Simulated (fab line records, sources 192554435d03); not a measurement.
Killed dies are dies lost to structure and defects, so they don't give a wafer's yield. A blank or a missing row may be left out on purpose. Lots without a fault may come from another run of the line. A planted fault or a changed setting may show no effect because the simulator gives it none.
Chamber matching | flow n5_finfet | N5_BEOL_M0_SAQP_ALD_48 on ald_sin-01: 4 sister chambers
The step deposits SiO2, target thk 20 nm, pulse time 1 s, co reactant pulse time 1 s. 8 wafers are shown with their chamber, then 12 later ones without.

WAFERS WITH THEIR CHAMBER
wafer  | chamber | heater_power_w (W) | precursor_pulse_height_rel
L084.3 | 2       | 69                 | 0.982
L084.4 | 1       | 74                 | 1.004
L085.2 | 2       | 68                 | 0.980
L089.1 | 1       | 73                 | 1.025
L089.6 | 3       | 89                 | 0.990
L090.2 | 0       | 76                 | 0.991
L090.4 | 0       | 78                 | 0.985
L090.6 | 3       | 90                 | 0.970

WAFERS WITHOUT THEIR CHAMBER
wafer  | heater_power_w (W) | precursor_pulse_height_rel
L094.2 | 78                 | 0.955
L094.3 | 74                 | 0.979
L094.5 | 74                 | 1.020
L095.1 | 69                 | 1.034
L095.4 | 87                 | 1.028
L095.5 | 87                 | 1.015
L096.1 | 73                 | 1.006
L096.4 | 70                 | 0.998
L096.6 | 80                 | 1.014
L097.1 | 74                 | 0.981
L097.4 | 88                 | 1.026
L097.6 | 89                 | 1.006

WHICH CHAMBER EACH WENT THROUGH
wafer  | from the rows above     | in truth
L094.2 | 0                       | 0
L094.3 | can't be placed: 0 or 1 | 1
L094.5 | 1                       | 1
L095.1 | can't be placed: 2 or 1 | 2
L095.4 | 3                       | 3
L095.5 | 3                       | 3
L096.1 | 1                       | 1
L096.4 | can't be placed: 2 or 1 | 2
L096.6 | 0                       | 0
L097.1 | can't be placed: 1 or 0 | 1
L097.4 | 3                       | 3
L097.6 | 3                       | 3
Placed correctly: 8 of 12. Can't be placed from these rows: 4 (the true chamber is among the candidates in 4). Placed wrongly: 0.
How it was worked out, from the rows above alone: a wafer's distance from a chamber is the root of the sum, over the readings, of the square of ((its reading less the chamber's mean) divided by the reading's scatter). The wafer belongs to the nearest chamber; if the next one is less than 2 further off, it can't be placed. A chamber's mean is the mean of its shown wafers. The scatter: the root of (the sum of the squares of (reading less its chamber's mean) over the shown wafers, divided by (wafers less chambers)).
